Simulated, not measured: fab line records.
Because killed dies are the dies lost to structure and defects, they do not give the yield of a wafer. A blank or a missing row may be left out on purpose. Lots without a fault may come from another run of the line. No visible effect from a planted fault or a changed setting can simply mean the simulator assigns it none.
Which of the tools did it? || flow n5Finfet || 9 lots with 27 wafers sampled at 6 steps, on a route of 1938 steps

## WHAT THE GAUGES SHOWED, per wafer
N5_WELL_APT_CD_MEAS_25: target cd 200 nm.
{"lot": "L376", "measured": "day 1 15:12", "on": "cdSem-01", "cdNm (nm)": "198.9 198.0 200.6"}
{"lot": "L377", "measured": "day 1 20:43", "on": "cdSem-03", "cdNm (nm)": "203.0 200.7 200.8"}
{"lot": "L379", "measured": "day 2 09:11", "on": "cdSem-03", "cdNm (nm)": "201.6 200.5 199.3"}
{"lot": "L380", "measured": "day 2 15:14", "on": "cdSem-02", "cdNm (nm)": "200.5 200.6 199.7"}
{"lot": "L385", "measured": "day 3 21:32", "on": "cdSem-02", "cdNm (nm)": "198.8 200.7 202.5"}
{"lot": "L390", "measured": "day 5 02:53", "on": "cdSem-03", "cdNm (nm)": "205.1 206.0 207.2"}
{"lot": "L392", "measured": "day 5 15:26", "on": "cdSem-03", "cdNm (nm)": "208.4 205.7 209.0"}
{"lot": "L395", "measured": "day 6 09:30", "on": "cdSem-01", "cdNm (nm)": "198.8 199.3 196.8"}
{"lot": "L399", "measured": "day 7 08:53", "on": "cdSem-02", "cdNm (nm)": "199.7 200.1 201.9"}

N5_PMOS_HMC_CHANNEL_EPI_THK_MEAS_22.
{"lot": "L376", "measured": "day 1 20:02", "on": "filmMetro-01", "HMC_CMP_THK (nm)": "53.7 53.0 53.1"}
{"lot": "L377", "measured": "day 2 02:52", "on": "filmMetro-02", "HMC_CMP_THK (nm)": "54.5 53.3 53.2"}
{"lot": "L379", "measured": "day 2 13:49", "on": "filmMetro-01", "HMC_CMP_THK (nm)": "54.2 53.8 53.2"}
{"lot": "L380", "measured": "day 2 20:20", "on": "filmMetro-01", "HMC_CMP_THK (nm)": "55.1 54.5 53.8"}
{"lot": "L385", "measured": "day 4 02:09", "on": "filmMetro-02", "HMC_CMP_THK (nm)": "53.6 53.4 53.7"}
{"lot": "L390", "measured": "day 5 07:25", "on": "filmMetro-02", "HMC_CMP_THK (nm)": "53.7 54.3 54.3"}
{"lot": "L392", "measured": "day 5 20:35", "on": "filmMetro-01", "HMC_CMP_THK (nm)": "53.7 54.5 54.3"}
{"lot": "L395", "measured": "day 6 14:02", "on": "filmMetro-02", "HMC_CMP_THK (nm)": "53.6 53.1 53.5"}
{"lot": "L399", "measured": "day 7 13:21", "on": "filmMetro-02", "HMC_CMP_THK (nm)": "53.7 53.5 53.8"}

N5_BEOL_M4_RC_MEAS_101.
{"lot": "L376", "measured": "day 7 19:00", "on": "prober-01", "DIBL_N (mV/V)": "34.3 35.3 36.3", "DIBL_P (mV/V)": "34.3 34.4 35.6", "IOFF_N (nA/um)": "0.147 0.144 0.168", "IOFF_P (nA/um)": "0.183 0.182 0.192", "ION_N (uA/um)": "673 667 679", "ION_P (uA/um)": "460 455 460", "SS_N (mV/dec)": "71.0 71.3 72.2", "SS_P (mV/dec)": "73.4 73.5 73.1", "VT_N (mV)": "249.2 251.0 247.8", "VT_P (mV)": "-253.5 -253.1 -251.2"}
{"lot": "L377", "measured": "day 8 13:32", "on": "prober-01", "DIBL_N (mV/V)": "38.2 37.7 39.7", "DIBL_P (mV/V)": "38.3 36.9 38.2", "IOFF_N (nA/um)": "0.174 0.154 0.195", "IOFF_P (nA/um)": "0.251 0.215 0.248", "ION_N (uA/um)": "683 675 675", "ION_P (uA/um)": "471 464 465", "SS_N (mV/dec)": "72.4 72.0 72.0", "SS_P (mV/dec)": "73.7 73.3 73.9", "VT_N (mV)": "248.6 250.5 248.5", "VT_P (mV)": "-245.4 -246.7 -249.7"}
{"lot": "L379", "measured": "day 8 15:43", "on": "prober-02", "DIBL_N (mV/V)": "37.4 37.2 37.6", "DIBL_P (mV/V)": "37.7 36.4 37.6", "IOFF_N (nA/um)": "0.176 0.156 0.172", "IOFF_P (nA/um)": "0.234 0.216 0.230", "ION_N (uA/um)": "681 669 673", "ION_P (uA/um)": "472 460 465", "SS_N (mV/dec)": "71.2 71.7 71.4", "SS_P (mV/dec)": "74.2 74.4 73.6", "VT_N (mV)": "245.6 251.1 246.3", "VT_P (mV)": "-246.2 -246.7 -246.6"}
{"lot": "L380", "measured": "day 8 21:04", "on": "prober-02", "DIBL_N (mV/V)": "37.4 35.2 37.5", "DIBL_P (mV/V)": "38.7 35.6 38.4", "IOFF_N (nA/um)": "0.190 0.150 0.201", "IOFF_P (nA/um)": "0.217 0.176 0.208", "ION_N (uA/um)": "691 671 688", "ION_P (uA/um)": "466 457 466", "SS_N (mV/dec)": "71.3 70.5 71.4", "SS_P (mV/dec)": "72.6 72.5 72.7", "VT_N (mV)": "247.0 248.2 245.2", "VT_P (mV)": "-251.9 -253.0 -251.5"}
{"lot": "L385", "measured": "day 10 06:29", "on": "prober-02", "DIBL_N (mV/V)": "34.5 34.5 34.8", "DIBL_P (mV/V)": "35.8 35.7 36.1", "IOFF_N (nA/um)": "0.155 0.148 0.159", "IOFF_P (nA/um)": "0.194 0.189 0.199", "ION_N (uA/um)": "687 685 690", "ION_P (uA/um)": "471 462 467", "SS_N (mV/dec)": "71.6 71.3 71.2", "SS_P (mV/dec)": "72.5 72.8 73.2", "VT_N (mV)": "249.1 249.6 249.1", "VT_P (mV)": "-251.3 -249.6 -253.2"}
{"lot": "L390", "measured": "day 11 09:58", "on": "prober-01", "DIBL_N (mV/V)": "36.1 36.5 36.4", "DIBL_P (mV/V)": "35.9 35.2 35.9", "IOFF_N (nA/um)": "0.178 0.171 0.180", "IOFF_P (nA/um)": "0.230 0.226 0.238", "ION_N (uA/um)": "679 679 681", "ION_P (uA/um)": "475 467 464", "SS_N (mV/dec)": "72.0 71.3 71.5", "SS_P (mV/dec)": "74.0 73.6 73.9", "VT_N (mV)": "245.3 245.6 246.9", "VT_P (mV)": "-247.7 -244.8 -247.4"}
{"lot": "L392", "measured": "day 12 01:35", "on": "prober-01", "DIBL_N (mV/V)": "38.8 36.8 35.9", "DIBL_P (mV/V)": "38.3 36.7 34.8", "IOFF_N (nA/um)": "0.210 0.172 0.150", "IOFF_P (nA/um)": "0.260 0.236 0.195", "ION_N (uA/um)": "679 685 666", "ION_P (uA/um)": "466 462 452", "SS_N (mV/dec)": "71.5 71.6 71.4", "SS_P (mV/dec)": "73.9 73.6 73.1", "VT_N (mV)": "245.5 248.6 250.7", "VT_P (mV)": "-248.1 -248.9 -251.8"}
{"lot": "L395", "measured": "day 12 12:07", "on": "prober-02", "DIBL_N (mV/V)": "35.1 35.0 34.2", "DIBL_P (mV/V)": "33.6 34.5 33.2", "IOFF_N (nA/um)": "0.140 0.153 0.135", "IOFF_P (nA/um)": "0.178 0.185 0.174", "ION_N (uA/um)": "667 680 668", "ION_P (uA/um)": "459 460 455", "SS_N (mV/dec)": "70.2 71.4 70.4", "SS_P (mV/dec)": "72.8 73.0 72.7", "VT_N (mV)": "251.3 246.7 249.4", "VT_P (mV)": "-250.3 -255.1 -253.7"}
{"lot": "L399", "measured": "day 14 01:29", "on": "prober-01", "DIBL_N (mV/V)": "36.2 35.2 37.5", "DIBL_P (mV/V)": "36.6 34.4 37.0", "IOFF_N (nA/um)": "0.155 0.125 0.157", "IOFF_P (nA/um)": "0.221 0.181 0.228", "ION_N (uA/um)": "673 660 673", "ION_P (uA/um)": "465 451 460", "SS_N (mV/dec)": "71.6 70.8 71.8", "SS_P (mV/dec)": "74.1 73.0 74.3", "VT_N (mV)": "250.7 253.3 250.6", "VT_P (mV)": "-249.9 -250.6 -249.8"}

## WHAT TOOL EACH LOT RAN ON (gives the tool, then ch and the chambers of the sampled wafers, and finally the start)
{"lot": "L376", "N5_ZERO_LAYER_ETCH_17": "rieDiel-03 ch 0,1,3, day 1 12:56", "N5_WELL_APT_PEB_23": "lithoTrack-02 ch 0, day 1 15:05", "N5_PMOS_HMC_CHANNEL_EPI_ETCH_38": "rieSi-04 ch 0,1,3, day 1 17:49"}
{"lot": "L377", "N5_ZERO_LAYER_ETCH_17": "rieDiel-01 ch 1,2,3, day 1 18:43", "N5_WELL_APT_PEB_23": "lithoTrack-05 ch 0, day 1 20:35", "N5_PMOS_HMC_CHANNEL_EPI_ETCH_38": "rieSi-01 ch 1,3, day 2 01:02"}
{"lot": "L379", "N5_ZERO_LAYER_ETCH_17": "rieDiel-02 ch 1,2,3, day 2 06:53", "N5_WELL_APT_PEB_23": "lithoTrack-03 ch 0, day 2 09:04", "N5_PMOS_HMC_CHANNEL_EPI_ETCH_38": "rieSi-04 ch 0,2,3, day 2 12:00"}
{"lot": "L380", "N5_ZERO_LAYER_ETCH_17": "rieDiel-03 ch 1,3, day 2 13:08", "N5_WELL_APT_PEB_23": "lithoTrack-03 ch 0, day 2 15:07", "N5_PMOS_HMC_CHANNEL_EPI_ETCH_38": "rieSi-01 ch 0,1,2, day 2 18:07"}
{"lot": "L385", "N5_ZERO_LAYER_ETCH_17": "rieDiel-01 ch 0,3, day 3 18:43", "N5_WELL_APT_PEB_23": "lithoTrack-02 ch 0, day 3 21:25", "N5_PMOS_HMC_CHANNEL_EPI_ETCH_38": "rieSi-02 ch 2,3, day 4 00:20"}
{"lot": "L390", "N5_ZERO_LAYER_ETCH_17": "rieDiel-02 ch 0,1,3, day 5 00:47", "N5_WELL_APT_PEB_23": "lithoTrack-03 ch 0, day 5 02:46", "N5_PMOS_HMC_CHANNEL_EPI_ETCH_38": "rieSi-01 ch 1,2,3, day 5 05:35"}
{"lot": "L392", "N5_ZERO_LAYER_ETCH_17": "rieDiel-02 ch 0,2,3, day 5 12:52", "N5_WELL_APT_PEB_23": "lithoTrack-03 ch 0, day 5 15:19", "N5_PMOS_HMC_CHANNEL_EPI_ETCH_38": "rieSi-04 ch 0,2,3, day 5 18:21"}
{"lot": "L395", "N5_ZERO_LAYER_ETCH_17": "rieDiel-01 ch 0,2,3, day 6 06:50", "N5_WELL_APT_PEB_23": "lithoTrack-05 ch 0, day 6 09:23", "N5_PMOS_HMC_CHANNEL_EPI_ETCH_38": "rieSi-02 ch 2,3, day 6 12:12"}
{"lot": "L399", "N5_ZERO_LAYER_ETCH_17": "rieDiel-03 ch 0,1,3, day 7 06:43", "N5_WELL_APT_PEB_23": "lithoTrack-02 ch 0, day 7 08:46", "N5_PMOS_HMC_CHANNEL_EPI_ETCH_38": "rieSi-02 ch 0,1, day 7 11:32"}
- N5_ZERO_LAYER_ETCH_17: etches SiO2 in CF4, target depth 12 nm, time 13.3 s.
- N5_WELL_APT_PEB_23: peb time 90 s.
- N5_PMOS_HMC_CHANNEL_EPI_ETCH_38: etches SiO2 in CF4, target depth 1.5 nm.

## AS READ BY THE TOOLS THEMSELVES (means over the sampled wafers that have a number; for cases with no such wafer, the mark the record gives instead)
N5_ZERO_LAYER_ETCH_17.
{"lot": "L376", "tool": "rieDiel-03", "chamberPressureMTorr (mTorr)": 40.01, "drypumpMotorCurrentA (A)": 6.0, "oesProductAu (a.u.)": 0.73, "rfVppV (V)": 951, "showerheadPlenumPTorr (Torr)": 2.18, "throttleValvePct (%)": 15.66}
{"lot": "L377", "tool": "rieDiel-01", "chamberPressureMTorr (mTorr)": 39.97, "drypumpMotorCurrentA (A)": 5.3, "oesProductAu (a.u.)": 0.81, "rfVppV (V)": 950, "showerheadPlenumPTorr (Torr)": 2.15, "throttleValvePct (%)": 15.56}
{"lot": "L379", "tool": "rieDiel-02", "chamberPressureMTorr (mTorr)": 40.00, "drypumpMotorCurrentA (A)": 5.3, "oesProductAu (a.u.)": 0.77, "rfVppV (V)": 948, "showerheadPlenumPTorr (Torr)": 2.15, "throttleValvePct (%)": 15.81}
{"lot": "L380", "tool": "rieDiel-03", "chamberPressureMTorr (mTorr)": 40.01, "drypumpMotorCurrentA (A)": 6.3, "oesProductAu (a.u.)": 0.75, "rfVppV (V)": 953, "showerheadPlenumPTorr (Torr)": 2.21, "throttleValvePct (%)": 15.73}
{"lot": "L385", "tool": "rieDiel-01", "chamberPressureMTorr (mTorr)": 40.01, "drypumpMotorCurrentA (A)": 5.6, "oesProductAu (a.u.)": 0.94, "rfVppV (V)": 953, "showerheadPlenumPTorr (Torr)": 2.23, "throttleValvePct (%)": 15.53}
{"lot": "L390", "tool": "rieDiel-02", "chamberPressureMTorr (mTorr)": 40.00, "drypumpMotorCurrentA (A)": 5.6, "oesProductAu (a.u.)": 0.73, "rfVppV (V)": 952, "showerheadPlenumPTorr (Torr)": 2.19, "throttleValvePct (%)": 15.73}
{"lot": "L392", "tool": "rieDiel-02", "chamberPressureMTorr (mTorr)": 39.99, "drypumpMotorCurrentA (A)": 5.4, "oesProductAu (a.u.)": 0.77, "rfVppV (V)": 951, "showerheadPlenumPTorr (Torr)": 2.18, "throttleValvePct (%)": 15.59}
{"lot": "L395", "tool": "rieDiel-01", "chamberPressureMTorr (mTorr)": 39.98, "drypumpMotorCurrentA (A)": 5.4, "oesProductAu (a.u.)": 0.89, "rfVppV (V)": 950, "showerheadPlenumPTorr (Torr)": 2.18, "throttleValvePct (%)": 15.50}
{"lot": "L399", "tool": "rieDiel-03", "chamberPressureMTorr (mTorr)": 40.00, "drypumpMotorCurrentA (A)": 6.0, "oesProductAu (a.u.)": 0.88, "rfVppV (V)": 950, "showerheadPlenumPTorr (Torr)": 2.16, "throttleValvePct (%)": 15.42}

N5_WELL_APT_PEB_23.
{"lot": "L376", "tool": "lithoTrack-02", "exhaustPa (Pa)": 44.7}
{"lot": "L377", "tool": "lithoTrack-05", "exhaustPa (Pa)": 46.1}
{"lot": "L379", "tool": "lithoTrack-03", "exhaustPa (Pa)": 45.2}
{"lot": "L380", "tool": "lithoTrack-03", "exhaustPa (Pa)": 45.5}
{"lot": "L385", "tool": "lithoTrack-02", "exhaustPa (Pa)": 45.2}
{"lot": "L390", "tool": "lithoTrack-03", "exhaustPa (Pa)": 45.0}
{"lot": "L392", "tool": "lithoTrack-03", "exhaustPa (Pa)": 44.8}
{"lot": "L395", "tool": "lithoTrack-05", "exhaustPa (Pa)": 44.9}
{"lot": "L399", "tool": "lithoTrack-02", "exhaustPa (Pa)": 45.6}

N5_PMOS_HMC_CHANNEL_EPI_ETCH_38.
{"lot": "L376", "tool": "rieSi-04", "chamberPressureMTorr (mTorr)": 10.004, "drypumpMotorCurrentA (A)": 5.5, "oesProductAu (a.u.)": 1.020, "throttleValvePct (%)": 21.74}
{"lot": "L377", "tool": "rieSi-01", "chamberPressureMTorr (mTorr)": 9.993, "drypumpMotorCurrentA (A)": 5.7, "oesProductAu (a.u.)": 0.996, "throttleValvePct (%)": 21.59}
{"lot": "L379", "tool": "rieSi-04", "chamberPressureMTorr (mTorr)": 9.995, "drypumpMotorCurrentA (A)": 5.3, "oesProductAu (a.u.)": 1.011, "throttleValvePct (%)": 21.78}
{"lot": "L380", "tool": "rieSi-01", "chamberPressureMTorr (mTorr)": 10.003, "drypumpMotorCurrentA (A)": 5.8, "oesProductAu (a.u.)": 1.003, "throttleValvePct (%)": 21.60}
{"lot": "L385", "tool": "rieSi-02", "chamberPressureMTorr (mTorr)": 9.996, "drypumpMotorCurrentA (A)": 5.4, "oesProductAu (a.u.)": 0.980, "throttleValvePct (%)": 21.79}
{"lot": "L390", "tool": "rieSi-01", "chamberPressureMTorr (mTorr)": 9.997, "drypumpMotorCurrentA (A)": 5.6, "oesProductAu (a.u.)": 1.014, "throttleValvePct (%)": 21.67}
{"lot": "L392", "tool": "rieSi-04", "chamberPressureMTorr (mTorr)": 10.003, "drypumpMotorCurrentA (A)": 5.3, "oesProductAu (a.u.)": 1.014, "throttleValvePct (%)": 21.77}
{"lot": "L395", "tool": "rieSi-02", "chamberPressureMTorr (mTorr)": 10.000, "drypumpMotorCurrentA (A)": 5.4, "oesProductAu (a.u.)": 0.982, "throttleValvePct (%)": 21.78}
{"lot": "L399", "tool": "rieSi-02", "chamberPressureMTorr (mTorr)": 10.000, "drypumpMotorCurrentA (A)": 5.8, "oesProductAu (a.u.)": 0.994, "throttleValvePct (%)": 21.88}

## THE ANSWER, worked out from the rows above alone
Rule: the lots themselves supply what counts as usual. The widest of any qualifying gaps counts: lots, ordered by their means at a reading, are off when they make up no more than a third of the lots, leave a main group of 4 or more, and stand apart from it by 3 or more times the standard deviation of that group's means. A main group is skipped when, at the precision printed for the reading in the tables above, its means are all equal. Also off: a lot with no number at a reading for which 4 or more lots have one. Where the step has rows for the other lots, those lots are counted as sound. After the gauges, taken in route order, come the tools' own readings; for these a lot's mean is taken, as printed above. At the first step where some lot is off, the reading lying furthest off is the one used; lots without a number count as furthest.
Off, at N5_WELL_APT_CD_MEAS_25 on cdNm: L390, L392. The main group has a mean of 200.1 nm with a standard deviation of 0.98.
A tool fits if, at a process step before that reading, it ran every lot that is off, and no sound lot after the first of them. Gauges at N5_WELL_APT_CD_MEAS_25: tried the same way as those tools. Can't be told from this: 3 tools fit, rieDiel-02 at N5_ZERO_LAYER_ETCH_17, lithoTrack-03 at N5_WELL_APT_PEB_23, cdSem-03 at N5_WELL_APT_CD_MEAS_25.

## WHAT HAD BEEN PUT IN BY THE SIMULATOR
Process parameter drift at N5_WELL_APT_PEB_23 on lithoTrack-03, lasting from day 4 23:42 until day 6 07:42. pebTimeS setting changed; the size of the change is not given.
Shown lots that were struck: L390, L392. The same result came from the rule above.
